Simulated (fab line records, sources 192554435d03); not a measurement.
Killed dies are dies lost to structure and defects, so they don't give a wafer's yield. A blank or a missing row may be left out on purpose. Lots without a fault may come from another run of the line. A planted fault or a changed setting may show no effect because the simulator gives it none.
Split-lot experiment | flow n5_finfet | 7 lots, 21 wafers read, on a route of 1938 steps

THE SPLIT
At N5_BEOL_M14_TRENCH_ETCH_34 (etches SiO2 in C4F8/O2/Ar, target depth 556.65 nm, time 126.9 s), the setting time_s was moved away from the recipe's 126.9 s on 4 of the 21 wafers read, by -20.4% to +15.9%. The other wafers ran this setting at the recipe's value.

FROM THE SPLIT TO THE READING: what the file shows between them, 11 steps
- N5_BEOL_M14_STRIP_70: strips in C4F8/O2/Ar
- N5_BEOL_M14_OCD_MEAS_35
- N5_BEOL_M14_SPUTTER_43: material TaN, target thk 15 nm, time 24.19 s (also split here: power_w)
- N5_BEOL_M14_SPUTTER_44: material Ta, target thk 15 nm, time 24.19 s
- N5_BEOL_M14_SPUTTER_45: material Cu, target thk 100 nm, time 16.67 s
- N5_BEOL_M14_ECD_47: material Cu, target thk 1248 nm
- N5_BEOL_M14_ANNEAL_48: time 90 s
- N5_BEOL_M14_CMP_49: polishes, stops on SiO2, t overpolish 5.2 s, target thk 560 nm
- N5_BEOL_M14_THK_MEAS_50: measures by xrf
- N5_BEOL_M14_PRE_CLEAN_52: time 15 s
- N5_BEOL_M14_DEP_53: deposits SiCN from 3MS/NH3, target thk 50 nm, time 17.8 s

THE READING
M14_RS, in ohm/sq, at N5_BEOL_M14_RS_MEAS_54 (measures by four-point-probe). Fault-free wafers of this fab line usually give 0.0338 ohm/sq, standard deviation 0.00077 ohm/sq.

wafer  | tool, chamber at the split | time_s as run, s | against the recipe | M14_RS, ohm/sq | against lot-mates on the recipe
L074.1 | rie_diel-05, 0             | 126.9            | recipe             | 0.0332         | -
L074.2 | rie_diel-05, 1             | 105.6            | -16.8%             | 0.0412         | +0.0079
L074.4 | rie_diel-05, 2             | 126.9            | recipe             | 0.0333         | -
L076.1 | rie_diel-02, 3             | 126.9            | recipe             | 0.0333         | -
L076.3 | rie_diel-02, 0             | 126.9            | recipe             | 0.0339         | -
L076.4 | rie_diel-02, 1             | 126.9            | recipe             | 0.0332         | -
L078.2 | rie_diel-02, 2             | 126.9            | recipe             | 0.0329         | -
L078.3 | rie_diel-02, 1             | 136.2            | +7.3%              | 0.0308         | -0.0025
L078.4 | rie_diel-02, 0             | 126.9            | recipe             | 0.0338         | -
L082.3 | rie_diel-05, 3             | 126.9            | recipe             | 0.0351         | -
L082.5 | rie_diel-05, 1             | 126.9            | recipe             | 0.0346         | -
L082.6 | rie_diel-05, 0             | 147.1            | +15.9%             | 0.0293         | -0.0055
L090.1 | rie_diel-05, 1             | 126.9            | recipe             | 0.0350         | -
L090.4 | rie_diel-05, 2             | 126.9            | recipe             | 0.0337         | -
L090.6 | rie_diel-05, 1             | 126.9            | recipe             | 0.0348         | -
L089.1 | rie_diel-04, 3             | 126.9            | recipe             | 0.0345         | -
L089.2 | rie_diel-04, 1             | 101              | -20.4%             | 0.0406         | +0.0072
L089.5 | rie_diel-04, 1             | 126.9            | recipe             | 0.0323         | -
L094.2 | rie_diel-04, 0             | 126.9            | recipe             | 0.0332         | -
L094.4 | rie_diel-04, 1             | 126.9            | recipe             | 0.0322         | -
L094.5 | rie_diel-04, 2             | 126.9            | recipe             | 0.0332         | -

THE FIT
A straight line over all 21 wafers: M14_RS changes by -0.000355 ohm/sq for each +1% of time_s; r = -0.94; the points scatter about the line by 0.00093 ohm/sq.
The same after taking each lot's own level away (the mean of its wafers on the recipe; 21 wafers): -0.000384 ohm/sq for each +1%; r = -0.97; scatter 0.00064 ohm/sq.
On that fit, the largest move of time_s shifts the reading by 0.0078 ohm/sq.
The lots' own levels span 0.03287 to 0.03485 ohm/sq, that is 2.6 times the standard deviation above.
So the lot-to-lot level changes the slope little: the two slopes agree.
Check: with one of the wafers moved furthest among these (-20.4%) left out of the fit, the line predicts +0.00849 ohm/sq for it against its lot-mates. It came out at +0.0072 ohm/sq against them.

OTHER SPLITS ON THESE WAFERS
These wafers also went through other splits before the reading. Each is held against what the fit with the lots' levels taken away leaves over:
other split on the same wafers | wafers away from the commonest value | r with M14_RS (lot level and that fit taken away)
N5_BEOL_M12_COAT_22 spin_rpm   | 8                                    | +0.09
N5_BEOL_M12_SPUTTER_43 power_w | 12                                   | -0.13
N5_BEOL_M13_SPUTTER_44 power_w | 5                                    | +0.03
N5_BEOL_M14_COAT_58 spin_rpm   | 7                                    | +0.11
N5_BEOL_M14_SPUTTER_43 power_w | 6                                    | +0.18

THE WHOLE CHAIN: every reading that the file lists as answering this split, in the file's order
step                       | what it does                                                    | reading                                                                       | change (the file's fit)               | r (the file's)
N5_BEOL_M14_TRENCH_ETCH_34 | etches SiO2 in C4F8/O2/Ar, target depth 556.65 nm, time 126.9 s | etch.depth_nm (the simulator's own value, which no gauge read)                | +5.65 nm for each +1% of the setting  | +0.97
N5_BEOL_M14_OCD_MEAS_35    |                                                                 | trench_depth_nm                                                               | +5.66 nm for each +1% of the setting  | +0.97
N5_BEOL_M14_CMP_49         | polishes, stops on SiO2, t overpolish 5.2 s, target thk 560 nm  | Cu_of_BEOL_M14_ECD_47.thk_nm (the simulator's own value, which no gauge read) | +5.64 nm for each +1% of the setting  | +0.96
N5_BEOL_M14_THK_MEAS_50    | measures by xrf                                                 | M14_THK                                                                       | +5.43 for each +1% of the setting     | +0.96
N5_BEOL_M14_RS_MEAS_54     | measures by four-point-probe                                    | M14_RS                                                                        | -0.000386 for each +1% of the setting | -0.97

THE FILE'S OWN FIT
M14_RS changes by -0.000386 ohm/sq for each +1% of time_s, r = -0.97.
